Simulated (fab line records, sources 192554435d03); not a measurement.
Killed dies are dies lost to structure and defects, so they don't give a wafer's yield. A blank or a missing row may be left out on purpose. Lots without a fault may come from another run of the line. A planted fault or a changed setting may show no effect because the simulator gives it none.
fab line records | flow n5_finfet
record lots=7 wafers=21
route steps=1938 shown SD_EPI_P@295 HKMG_FIN@423 MOL_CONTACT_COAG@605 BEOL_M0_SAQP@638 BEOL_M0_CUTY@713 BEOL_M1@770
start_h: hours from the record's first day to the start of the lot's first wafer shown | wait_h: hours since the lot's step before | " the same as in the row above | L1.1+2: a row that stands for several wafers | - no value, or no start given | * or withheld: withheld | < > ~ a bound
route shown NAME@n: a module of which the file shows steps, and the number in the route of the first | usual: mean/standard deviation of fault-free wafers | same: alike in all rows | chamber/n: place in a boat | sites: the reading at each site | _std_site: their standard deviation | _edge_site: outer sites' mean less inner sites' | radius_mm: how far each site lies from the wafer's centre | mask NAME#n: copy n | behind: the tool/chamber that last shaped the wafer | hold: why the lot was held/for how many hours/how that ended | device: the transistor (n, p or np) that didn't switch | end of line: the same wafers' tests at the end of the route | a step without rows: its recipe alone | killed: dies lost to structure and defects at the first sort, not the wafer's yield | map: a wafer's dies, x killed, . not, _ none there
set.NAME: the setting as run; set.NAME@STEP: as run at that earlier step | model.NAME: the simulator's own value behind a step, which no gauge read
lots whose settings were changed on purpose; a table a step, a row a wafer
## steps
# step N5_SD_EPI_P_COAT_34
# recipe resist=SOC temp_c=250 time_s=60 spin_rpm=1500 resist_thk_nm=350
# columns lot.wafer tool chamber start_h wait_h set.spin_rpm model.SOC_of_SD_EPI_P_COAT_34.thk_nm
L074.3 litho_track-05 0 64.80 0.0 1500 350.6
L074.4 " 0 " " 1500 351.8
L074.6 " 0 " " 1601 339.4
L075.1 litho_track-04 0 68.96 0.0 1500 351.6
L075.3 " 0 " " 1500 351.2
L075.4 " 0 " " 1500 351.8
L077.1 litho_track-05 0 80.45 0.0 1500 349.6
L077.3 " 0 " " 1500 349.8
L077.6 " 0 " " 1500 350.8
L085.2 litho_track-01 0 120.94 0.0 1500 348.4
L085.3 " 0 " " 1500 349.8
L085.4 " 0 " " 1500 348.6
L086.2 litho_track-04 0 129.94 0.0 1389 366.2
L086.3 " 0 " " 1500 352.4
L086.5 " 0 " " 1500 351.2
L089.1 litho_track-01 0 149.85 0.0 1500 348.8
L089.4 " 0 " " 1500 348.4
L089.6 " 0 " " 1450 354.6
L093.1 litho_track-05 0 172.21 0.0 1500 350.2
L093.5 " 0 " " 1658 332.4
L093.6 " 0 " " 1658 333
# step N5_SD_EPI_P_DESCUM_14
# recipe chemistry=O2 time_s=7.9 source_power_w=50 bias_power_w=20 pressure_mtorr=20 rf_frequency_hz=2.712e+07 temp_c=40 resist=CAR-ArF-block o2_flow_sccm=225
# columns lot.wafer tool chamber start_h wait_h set.time_s model.CAR-ArF-block_of_SD_EPI_P_COAT_03.thk_nm
L074.3 rie_diel-04 1 65.85 0.6 7.9 143
L074.4+6 " 2,1 " " 8.927 142.6
L075.1 rie_diel-02 3 69.29 0.0 7.9 143.2
L075.3 " 1 " " 7.9 142.8
L075.4 " 0 " " 9.654 142.2
L077.1 rie_diel-02 1 80.91 0.0 7.9 144.2
L077.3 " 2 " " 8.353 143.4
L077.6 " 3 " " 7.9 144
L085.2+3 rie_diel-02 2,3 121.73 0.4 7.9 143.4
L085.4 " 1 " " 7.9 142.8
L086.2 rie_diel-06 2 130.67 0.3 6.967 144.4
L086.3 " 0 " " 6.967 144.2
L086.5 " 1 " " 7.9 143.6
L089.1 rie_diel-04 2 150.32 0.0 8.878 142.2
L089.4 " 1 " " 7.9 143
L089.6 " 3 " " 7.9 142.8
L093.1 rie_diel-06 1 172.82 0.3 7.9 143.2
L093.5 " 2 " " 7.9 143.4
L093.6 " 3 " " 9.62 142.2
# step N5_SD_EPI_P_ETCH_36
# recipe chemistry=CF4 target=SiARC target_depth_a=455 mask_material=CAR-ArF-block time_s=75.8 ion_energy_ev=80 pressure_mtorr=40 source_w=545 bias_w=36 Ar_flow_sccm=100 cf4_flow_sccm=100 ends=cleared
# columns lot.wafer tool chamber start_h wait_h set.time_s@SD_EPI_P_DESCUM_14 model.CAR-ArF-block_of_SD_EPI_P_COAT_03.thk_nm
L074.3 rie_diel-04 1 65.89 0.0 7.9 110.4
L074.4+6 " 2,1 " " 8.927 110
L075.1 rie_diel-02 3 69.33 0.0 7.9 110.4
L075.3 " 1 " " 7.9 110.2
L075.4 " 0 " " 9.654 109.4
L077.1 rie_diel-02 1 80.94 0.0 7.9 111.8
L077.3 " 2 " " 8.353 111
L077.6 " 3 " " 7.9 111.6
L085.2+3 rie_diel-02 2,3 121.76 0.0 7.9 110.8
L085.4 " 1 " " 7.9 110.2
L086.2 rie_diel-06 2 130.70 0.0 6.967 111.8
L086.3 " 0 " " 6.967 112
L086.5 " 1 " " 7.9 111.2
L089.1 rie_diel-04 2 150.36 0.0 8.878 109.8
L089.4+6 " 1,3 " " 7.9 110.4
L093.1 rie_diel-06 1 172.85 0.0 7.9 110.6
L093.5 " 2 " " 7.9 110.8
L093.6 " 3 " " 9.62 109.6
# step N5_HKMG_FIN_COAT_30
# recipe resist=SiARC temp_c=220 time_s=60 spin_rpm=1500 resist_thk_nm=35
# columns lot.wafer tool chamber start_h wait_h set.spin_rpm model.SiARC_of_HKMG_FIN_COAT_30.thk_nm
L074.3+6 litho_track-05 0 - - 1578 34.2
L074.4 " 0 " " 1500 35
L075.1+3 litho_track-05 0 - - 1409 36
L075.4 " 0 " " 1500 35
L077.1+3+6 litho_track-04 0 - - 1500 35
L085.2+3+4 litho_track-05 0 - - 1500 35
L086.2 litho_track-03 0 - - 1500 35
L086.3+5 " 0 " " 1619 33.6
L089.1 litho_track-03 0 - - 1500 35
L089.4+6 " 0 " " 1500 35.2
L093.1 litho_track-03 0 - - 1565 34.2
L093.5+6 " 0 " " 1500 35
# step N5_HKMG_FIN_COAT_06
# recipe resist=CAR-ArF spin_rpm=1500 resist_thk_nm=90
# step N5_HKMG_FIN_EBR_08
# recipe solvent=PGMEA ebr_width_mm=1.5
# step N5_HKMG_FIN_DESCUM_17
# recipe chemistry=O2 time_s=7.9 source_power_w=50 bias_power_w=20 pressure_mtorr=20 rf_frequency_hz=2.712e+07 temp_c=40 resist=CAR-ArF o2_flow_sccm=225
# step N5_HKMG_FIN_ETCH_31
# recipe chemistry=CF4 target=SiARC target_depth_a=455 mask_material=CAR-ArF time_s=75.8 ion_energy_ev=80 pressure_mtorr=40 source_w=545 bias_w=36 Ar_flow_sccm=100 cf4_flow_sccm=100 ends=cleared
# columns lot.wafer tool chamber start_h wait_h set.spin_rpm@HKMG_FIN_COAT_30 model.etch.depth_nm model.CAR-ArF_of_HKMG_FIN_COAT_06.thk_nm
L074.3 rie_diel-01 1 87.92 0.0 1578 34.18 51.6
L074.4 " 3 " " 1500 35.02 50.6
L074.6 " 0 " " 1578 34.22 51.6
L075.1 rie_diel-01 2 90.33 0.0 1409 36.01 50.2
L075.3 " 1 " " 1409 35.99 50.4
L075.4 " 0 " " 1500 34.98 51.4
L077.1 rie_diel-01 1 102.11 0.0 1500 35.03 50.8
L077.3 " 3 " " 1500 34.94 51
L077.6 " 3 " " 1500 34.91 51
L085.2 rie_diel-03 2 143.70 0.0 1500 35.01 51
L085.3 " 3 " " 1500 34.98 51.4
L085.4 " 0 " " 1500 34.95 51
L086.2 rie_diel-05 1 151.70 0.0 1500 34.99 51.4
L086.3 " 0 " " 1619 33.58 53.2
L086.5 " 2 " " 1619 33.63 52.6
L089.1 rie_diel-01 1 171.92 0.0 1500 35.01 50.6
L089.4 " 0 " " 1500 35.12 50.8
L089.6 " 0 " " 1500 35.13 50.8
L093.1 rie_diel-03 1 193.92 0.0 1565 34.26 51.4
L093.5 " 0 " " 1500 35.06 51
L093.6 " 3 " " 1500 35.05 50.6
# step N5_HKMG_FIN_ETCH_32
# recipe chemistry=N2/H2 target=SOC target_depth_a=2400 temp_c=40 time_s=300 ion_energy_ev=200 mask_material=SiARC pressure_mtorr=30 source_w=840 bias_w=150 n2_flow_sccm=200 h2_flow_sccm=200
# usual rf_vpp_V=523.3/2.8
# columns lot.wafer tool chamber start_h wait_h set.source_w rf_vpp_V
L074.3 rie_diel-01 1 87.97 0.0 922.5 506.5
L074.4 " 3 " " 922.5 502.5
L074.6 " 0 " " 840 519.9
L075.1 rie_diel-01 2 90.39 0.0 889.9 517.2
L075.3 " 1 " " 840 520.6
L075.4 " 0 " " 889.9 511.5
L077.1 rie_diel-01 1 102.17 0.0 786.6 534.5
L077.3 " 3 " " 840 518.8
L077.6 " 3 " " 786.6 528.1
L085.2 rie_diel-03 2 143.75 0.0 840 525.4
L085.3 " 3 " " 840 526.3
L085.4 " 0 " " 840 521.8
L086.2 rie_diel-05 1 151.76 0.0 840 522.4
L086.3 " 0 " " 928.3 508.5
L086.5 " 2 " " 928.3 510.5
L089.1 rie_diel-01 1 171.98 0.0 877.9 514.9
L089.4 " 0 " " 877.9 513.7
L089.6 " 0 " " 877.9 514.2
L093.1 rie_diel-03 1 193.98 0.0 840 525.1
L093.5 " 0 " " 840 520.7
L093.6 " 3 " " 840 524.6
# step N5_MOL_CONTACT_COAG_DESCUM_45
# recipe chemistry=O2 time_s=7 source_power_w=50 bias_power_w=20 pressure_mtorr=20 rf_frequency_hz=2.712e+07 temp_c=40 resist=CAR-EUV o2_flow_sccm=225
# columns lot.wafer tool chamber start_h wait_h set.time_s model.CAR-EUV_of_MOL_CONTACT_COAG_COAT_34.thk_nm
L075.1 rie_diel-01 1 117.47 0.0 6.359 36.2
L075.3 " 2 " " 7 36.2
L075.4 " 0 " " 6.359 36.4
L074.3 rie_diel-05 2 117.67 0.0 5.838 36.4
L074.4+6 " 3,0 " " 7 35.8
L077.1 rie_diel-03 3 127.44 0.0 7 36.2
L077.3 " 1 " " 6.196 36.6
L077.6 " 1 " " 7 36
L085.2+3+4 rie_diel-05 2,0,3 168.08 0.0 7 36.2
L086.2 rie_diel-01 2 174.44 0.0 5.576 36.8
L086.3+5 " 0,3 " " 7 36
L089.1 rie_diel-03 3 194.39 0.6 7 35.8
L089.4+6 " 2,0 " " 5.992 36.4
L093.1+5+6 rie_diel-03 2,3,0 215.51 0.0 7 36
# step N5_MOL_CONTACT_COAG_ETCH_65
# recipe chemistry=N2/H2 target=underlayer target_depth_a=130 mask_material=CAR-EUV time_s=10.4 ion_energy_ev=200 pressure_mtorr=30 source_w=840 bias_w=150 n2_flow_sccm=200 h2_flow_sccm=200 ends=cleared
# columns lot.wafer tool chamber start_h wait_h set.time_s@MOL_CONTACT_COAG_DESCUM_45 model.CAR-EUV_of_MOL_CONTACT_COAG_COAT_34.thk_nm
L075.1 rie_diel-01 1 117.51 0.0 6.359 24.8
L075.3 " 2 " " 7 24.8
L075.4 " 0 " " 6.359 25
L074.3 rie_diel-05 2 117.70 0.0 5.838 24.8
L074.4+6 " 3,0 " " 7 24.4
L077.1 rie_diel-03 3 127.47 0.0 7 24.8
L077.3 " 1 " " 6.196 25
L077.6 " 1 " " 7 24.4
L085.2 rie_diel-05 2 168.11 0.0 7 24.6
L085.3+4 " 0,3 " " 7 24.8
L086.2 rie_diel-01 2 174.48 0.0 5.576 25.4
L086.3 " 0 " " 7 24.4
L086.5 " 3 " " 7 24.6
L089.1 rie_diel-03 3 194.43 0.0 7 24.6
L089.4+6 " 2,0 " " 5.992 25
L093.1 rie_diel-03 2 215.55 0.0 7 24.4
L093.5+6 " 3,0 " " 7 24.6
# step N5_MOL_CONTACT_COAG_ETCH_66
# recipe chemistry=CF4 target=SiARC target_depth_a=130 mask_material=CAR-EUV time_s=21.7 ion_energy_ev=80 pressure_mtorr=40 source_w=545 bias_w=36 Ar_flow_sccm=100 cf4_flow_sccm=100 ends=cleared
# step N5_MOL_CONTACT_COAG_ALD_133
# recipe material=SiO2 target_thk_a=50 temp_c=100 ald_precursor_family=BDEAS ald_co_reactant=O2-plasma pulse_time_s=1 co_reactant_pulse_time_s=1 purge_time_s=2 co_reactant_purge_time_s=2 ald_cycles=35 pressure_torr=2
# step N5_MOL_CONTACT_COAG_ETCHBACK_134
# recipe chemistry=CHF3 target=SiO2 target_depth_a=100 time_s=6.7 ion_energy_ev=200 pressure_mtorr=30 source_w=610 bias_w=170 Ar_flow_sccm=200 CHF3_flow_sccm=50
# columns lot.wafer tool chamber start_h wait_h set.time_s@MOL_CONTACT_COAG_DESCUM_45 model.CAR-EUV_of_MOL_CONTACT_COAG_COAT_34.thk_nm
L075.1 rie_diel-05 3 117.78 0.1 6.359 15.6
L075.3 " 0 " " 7 15.6
L075.4 " 2 " " 6.359 15.8
L074.3 rie_diel-03 2 117.98 0.1 5.838 15.8
L074.4 " 3 " " 7 15.4
L074.6 " 3 " " 7 15.2
L077.1 rie_diel-03 0 127.75 0.1 7 15.6
L077.3 " 3 " " 6.196 15.8
L077.6 " 1 " " 7 15.4
L085.2+3+4 rie_diel-03 3,2,0 168.39 0.1 7 15.6
L086.2 rie_diel-03 3 174.76 0.1 5.576 16.2
L086.3 " 1 " " 7 15.4
L086.5 " 2 " " 7 15.6
L089.1 rie_diel-05 0 194.71 0.1 7 15.4
L089.4 " 1 " " 5.992 15.8
L089.6 " 0 " " 5.992 16
L093.1 rie_diel-03 0 216.30 0.2 7 15.2
L093.5 " 1 " " 7 15.4
L093.6 " 2 " " 7 15.6
# step N5_BEOL_M0_SAQP_PECVD_04
# recipe material=a-Si target_thk_a=600 temp_c=350 precursor=SiH4/He pressure_torr=3 rf_w=100 time_s=60.2
# columns lot.wafer tool chamber start_h wait_h set.time_s model.a-Si_of_BEOL_M0_SAQP_PECVD_04.thk_nm
L075.1 pecvd-04 1 125.58 0.0 65.4 65.2
L075.3 " 0 " " 60.2 60.6
L075.4 " 1 " " 60.2 60.4
L074.3 pecvd-02 1 126.52 0.0 60.2 59.4
L074.4 " 0 " " 60.2 61.2
L074.6 " 2 " " 60.2 60.4
L077.1 pecvd-01 0 132.72 0.0 60.2 58.8
L077.3 " 2 " " 60.2 60.2
L077.6 " 1 " " 52.23 51.4
L085.2 pecvd-04 2 173.69 0.0 60.2 58.2
L085.3 " 2 " " 60.2 60.6
L085.4 " 0 " " 60.2 60.2
L086.2 pecvd-02 2 180.86 0.0 55.07 54.4
L086.3 " 1 " " 60.2 60.2
L086.5 " 1 " " 55.07 55.8
L089.1 pecvd-02 0 201.07 0.0 54.54 53.2
L089.4 " 0 " " 54.54 53.8
L089.6 " 2 " " 60.2 59.8
L093.1 pecvd-02 1 221.26 0.0 60.2 60.2
L093.5 " 2 " " 60.2 59.8
L093.6 " 0 " " 60.2 61.4
# step N5_BEOL_M0_SAQP_THK_MEAS_05
# usual thk_nm=59.9/0.85
# columns lot.wafer tool chamber start_h wait_h set.time_s@BEOL_M0_SAQP_PECVD_04 thk_nm
L075.1 film_metro-02 - 125.67 0.1 65.4 65.1
L075.3 " - " " 60.2 60.6
L075.4 " - " " 60.2 60.4
L074.3 film_metro-02 - 126.61 0.1 60.2 59.3
L074.4 " - " " 60.2 61.2
L074.6 " - " " 60.2 60.3
L077.1 film_metro-02 - 132.81 0.1 60.2 58.7
L077.3 " - " " 60.2 60.3
L077.6 " - " " 52.23 51.5
L085.2 film_metro-02 - 173.82 0.1 60.2 58.1
L085.3 " - " " 60.2 60.6
L085.4 " - " " 60.2 60.3
L086.2 film_metro-02 - 181.02 0.1 55.07 54.4
L086.3 " - " " 60.2 60.1
L086.5 " - " " 55.07 55.8
L089.1 film_metro-01 - 201.16 0.1 54.54 53.2
L089.4 " - " " 54.54 53.8
L089.6 " - " " 60.2 59.7
L093.1 film_metro-02 - 221.36 0.1 60.2 60.3
L093.5 " - " " 60.2 59.7
L093.6 " - " " 60.2 61.5
# step N5_BEOL_M0_SAQP_EXPOSE_11
# recipe mask_id=M0_CORE na=1.35 source_shape=dipole sigma_inner=0.538 sigma_outer=0.738 polarization=te target_cd_nm=42 dose_mj=55
# columns lot.wafer tool chamber start_h wait_h mask set.dose_mj
L075.1+3+4 arfi_scanner-01 0 125.90 - M0_CORE#0 55
L074.3 arfi_scanner-02 0 126.98 - M0_CORE#0 55
L074.4+6 " 0 " " M0_CORE#0 57.34
L077.1+6 arfi_scanner-01 0 133.05 - M0_CORE#0 55
L077.3 " 0 " " M0_CORE#0 53.58
L085.2+3+4 arfi_scanner-03 0 174.18 - M0_CORE#0 55
L086.2+3+5 arfi_scanner-02 0 181.38 - M0_CORE#0 55
L089.1+4 arfi_scanner-01 0 201.39 - M0_CORE#0 56.78
L089.6 " 0 " " M0_CORE#0 55
L093.1+6 arfi_scanner-01 0 221.71 - M0_CORE#0 55
L093.5 " 0 " " M0_CORE#0 51.42
# step N5_BEOL_M0_SAQP_PEB_12
# recipe peb_temp_c=withheld peb_time_s=60 resist=CAR-ArF
# step N5_BEOL_M0_SAQP_DEVELOP_13
# recipe develop_time_s=30 developer=TMAH resist=CAR-ArF dev_temp_c=23 rinse_liquid=diw dry=air_spin
# step N5_BEOL_M0_SAQP_CD_MEAS_14
# recipe target_cd_nm=42.5 landing_energy_ev=500 detector=se_inlens
# usual cd_nm=42.4/0.35
# columns lot.wafer tool chamber start_h wait_h set.dose_mj@BEOL_M0_SAQP_EXPOSE_11 cd_nm
L075.1 cd_sem-03 0 126.04 - 55 42.4
L075.3 " 0 " " 55 42.2
L075.4 " 0 " " 55 42.9
L074.3 cd_sem-02 0 127.10 - 55 42.9
L074.4 " 0 " " 57.34 41.0
L074.6 " 0 " " 57.34 41.1
L077.1 cd_sem-01 0 133.17 - 55 42.8
L077.3 " 0 " " 53.58 44.0
L077.6 " 0 " " 55 43.4
L085.2 cd_sem-03 0 174.30 - 55 42.8
L085.3 " 0 " " 55 42.2
L085.4 " 0 " " 55 42.5
L086.2 cd_sem-03 0 181.50 - 55 42.4
L086.3 " 0 " " 55 42.1
L086.5 " 0 " " 55 42.2
L089.1 cd_sem-02 0 201.52 - 56.78 41.9
L089.4 " 0 " " 56.78 41.7
L089.6 " 0 " " 55 42.5
L093.1 cd_sem-03 0 221.84 - 55 42.0
L093.5 " 0 " " 51.42 44.9
L093.6 " 0 " " 55 42.7
# step N5_BEOL_M0_SAQP_HM_OPEN_112
# recipe chemistry=CHF3/O2 target=SiO2 stop_on=a-Si target_depth_a=120 over_etch_frac=1.25 mask_material=SOC time_s=13.5 pressure_mtorr=30 source_w=650 bias_w=170 Ar_flow_sccm=200 CHF3_flow_sccm=50 O2_flow_sccm=5 ion_energy_ev=200 ends=end_point
# step N5_BEOL_M0_SAQP_STRIP_113
# recipe chemistry=CHF3/O2 resist=SiARC rf_frequency_hz=6e+07
# step N5_BEOL_M0_SAQP_MANDREL_ETCH_20
# recipe target_depth_a=600 chemistry=HBr/Cl2 target=a-Si stop_on=SiNx bt_time_s=10 mask_material=SOC over_etch_frac=0.5 time_s=30 pressure_mtorr=10 icp_w=800 bias_w=75 HBr_flow_sccm=150 Cl2_flow_sccm=80 ends=end_point
# columns lot.wafer tool chamber start_h wait_h set.time_s@BEOL_M0_SAQP_PECVD_04 model.etch.depth_nm
L075.1 rie_si-04 0 126.40 0.0 65.4 65.16
L075.3 " 1 " " 60.2 60.6
L075.4 " 3 " " 60.2 60.29
L074.3 rie_si-04 3 127.46 0.0 60.2 59.3
L074.4 " 1 " " 60.2 61.17
L074.6 " 1 " " 60.2 60.32
L077.1 rie_si-06 2 133.97 0.0 60.2 58.73
L077.3 " 0 " " 60.2 60.17
L077.6 " 1 " " 52.23 51.45
L085.2 rie_si-04 0 174.66 0.0 60.2 58.11
L085.3 " 3 " " 60.2 60.54
L085.4 " 2 " " 60.2 60.21
L086.2 rie_si-06 0 181.87 0.0 55.07 54.4
L086.3 " 1 " " 60.2 60.13
L086.5 " 1 " " 55.07 55.82
L089.1 rie_si-06 1 201.88 0.0 54.54 53.17
L089.4 " 0 " " 54.54 53.83
L089.6 " 1 " " 60.2 59.75
L093.1 rie_si-04 2 222.35 0.0 60.2 60.26
L093.5 " 2 " " 60.2 59.76
L093.6 " 3 " " 60.2 61.45
# step N5_BEOL_M0_CUTY_ETCH_63
# recipe chemistry=N2/H2 target=SOC target_depth_a=827 overetch_a=165 mask_material=SiARC temp_c=40 ion_energy_ev=200 time_s=124 pressure_mtorr=30 source_w=840 bias_w=150 n2_flow_sccm=200 h2_flow_sccm=200
# usual rf_vpp_V=523.7/2.6
# columns lot.wafer tool chamber start_h wait_h set.source_w rf_vpp_V model.SiO2_of_BEOL_M0_SAQP_SPACER2_ALD_26.thk_nm
L075.1 rie_diel-03 2 132.06 0.0 840 525.3 7
L075.3 " 0 " " 840 521.5 7.2
L075.4 " 1 " " 885 517.3 7
L074.3 rie_diel-05 0 134.01 0.0 840 525.0 7.2
L074.4 " 2 " " 941.8 507.7 6.6
L074.6 " 0 " " 941.8 502.9 6.8
L077.1 rie_diel-05 2 141.95 0.0 840 526.5 7
L077.3 " 1 " " 840 523.4 7
L077.6 " 0 " " 840 525.2 7.2
L085.2 rie_diel-03 3 179.71 0.0 840 525.8 7
L085.3 " 1 " " 840 525.4 7.2
L085.4 " 2 " " 840 524.8 7
L086.2 rie_diel-03 2 188.70 0.0 840 525.3 7
L086.3 " 0 " " 733 545.9 7.6
L086.5 " 0 " " 840 521.7 7
L089.1 rie_diel-01 1 207.31 0.0 840 522.3 6.8
L089.4 " 2 " " 840 525.3 7
L089.6 " 2 " " 840 526.9 7
L093.1 rie_diel-03 3 227.68 0.0 933.1 508.1 6.8
L093.5 " 0 " " 840 520.1 7.2
L093.6 " 3 " " 933.1 508.2 6.8
# step N5_BEOL_M1_ETCH_64
# recipe chemistry=N2/H2 target=SOC target_depth_a=750 overetch_a=150 mask_material=SiARC temp_c=40 time_s=112.5 ion_energy_ev=200 pressure_mtorr=30 source_w=840 bias_w=150 n2_flow_sccm=200 h2_flow_sccm=200
# usual rf_vpp_V=522.7/2.3
# columns lot.wafer tool chamber start_h wait_h set.source_w rf_vpp_V
L075.1 rie_diel-02 3 138.16 0.0 840 523.9
L075.3 " 2 " " 840 522.5
L075.4 " 0 " " 840 524.5
L074.3 rie_diel-02 3 139.90 0.0 840 522.2
L074.4 " 2 " " 975.3 498.8
L074.6 " 0 " " 840 526.1
L077.1 rie_diel-02 1 146.71 0.0 840 521.9
L077.3 " 2 " " 840 522.4
L077.6 " 3 " " 840 523.8
L085.2 rie_diel-04 0 199.89 0.0 840 520.4
L085.3 " 1 " " 840 520.1
L085.4 " 2 " " 840 526.6
L086.2 rie_diel-04 0 200.40 0.0 840 523.0
L086.3 " 1 " " 840 519.5
L086.5 " 2 " " 840 525.8
L089.1 rie_diel-04 1 213.79 0.0 840 520.6
L089.4 " 3 " " 840 522.3
L089.6 " 0 " " 840 523.0
L093.1 rie_diel-06 0 236.06 0.0 783.8 533.8
L093.5 " 3 " " 840 521.1
L093.6 " 0 " " 840 522.0
## key
split step=N5_SD_EPI_P_COAT_34 setting=spin_rpm stated=1500 by=wafer
response step=N5_SD_EPI_P_COAT_34 reading=model.SOC_of_SD_EPI_P_COAT_34.thk_nm change=-1.76 per=1% r=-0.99
split step=N5_SD_EPI_P_DESCUM_14 setting=time_s stated=7.9 by=wafer
response step=N5_SD_EPI_P_DESCUM_14 reading=model.CAR-ArF-block_of_SD_EPI_P_COAT_03.thk_nm change=-0.0464 per=1% r=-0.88
response step=N5_SD_EPI_P_ETCH_36 reading=model.CAR-ArF-block_of_SD_EPI_P_COAT_03.thk_nm change=-0.0471 per=1% r=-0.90
split step=N5_HKMG_FIN_COAT_30 setting=spin_rpm stated=1500 by=wafer
response step=N5_HKMG_FIN_COAT_30 reading=model.SiARC_of_HKMG_FIN_COAT_30.thk_nm change=-0.17 per=1% r=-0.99
response step=N5_HKMG_FIN_ETCH_31 reading=model.etch.depth_nm change=-0.171 per=1% r=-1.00
response step=N5_HKMG_FIN_ETCH_31 reading=model.CAR-ArF_of_HKMG_FIN_COAT_06.thk_nm change=+0.181 per=1% r=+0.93
split step=N5_HKMG_FIN_ETCH_32 setting=source_w stated=840 by=wafer
response step=N5_HKMG_FIN_ETCH_32 reading=rf_vpp_V change=-1.42 per=1% r=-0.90
split step=N5_MOL_CONTACT_COAG_DESCUM_45 setting=time_s stated=7 by=wafer
response step=N5_MOL_CONTACT_COAG_DESCUM_45 reading=model.CAR-EUV_of_MOL_CONTACT_COAG_COAT_34.thk_nm change=-0.0373 per=1% r=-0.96
response step=N5_MOL_CONTACT_COAG_ETCH_65 reading=model.CAR-EUV_of_MOL_CONTACT_COAG_COAT_34.thk_nm change=-0.0326 per=1% r=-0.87
response step=N5_MOL_CONTACT_COAG_ETCHBACK_134 reading=model.CAR-EUV_of_MOL_CONTACT_COAG_COAT_34.thk_nm change=-0.0307 per=1% r=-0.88
split step=N5_BEOL_M0_SAQP_PECVD_04 setting=time_s stated=60.2 by=wafer
response step=N5_BEOL_M0_SAQP_PECVD_04 reading=model.a-Si_of_BEOL_M0_SAQP_PECVD_04.thk_nm change=+0.61 per=1% r=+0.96
response step=N5_BEOL_M0_SAQP_THK_MEAS_05 reading=thk_nm change=* per=1% r=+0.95
response step=N5_BEOL_M0_SAQP_MANDREL_ETCH_20 reading=model.etch.depth_nm change=+0.604 per=1% r=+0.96
split step=N5_BEOL_M0_SAQP_EXPOSE_11 setting=dose_mj stated=55 by=wafer
response step=N5_BEOL_M0_SAQP_CD_MEAS_14 reading=cd_nm change=-0.375 per=1% r=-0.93
split step=N5_BEOL_M0_CUTY_ETCH_63 setting=source_w stated=840 by=wafer
response step=N5_BEOL_M0_CUTY_ETCH_63 reading=rf_vpp_V change=-1.49 per=1% r=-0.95
response step=N5_BEOL_M0_CUTY_ETCH_63 reading=model.SiO2_of_BEOL_M0_SAQP_SPACER2_ALD_26.thk_nm change=-0.0405 per=1% r=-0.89
split step=N5_BEOL_M1_ETCH_64 setting=source_w stated=840 by=wafer
response step=N5_BEOL_M1_ETCH_64 reading=rf_vpp_V change=-1.61 per=1% r=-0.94
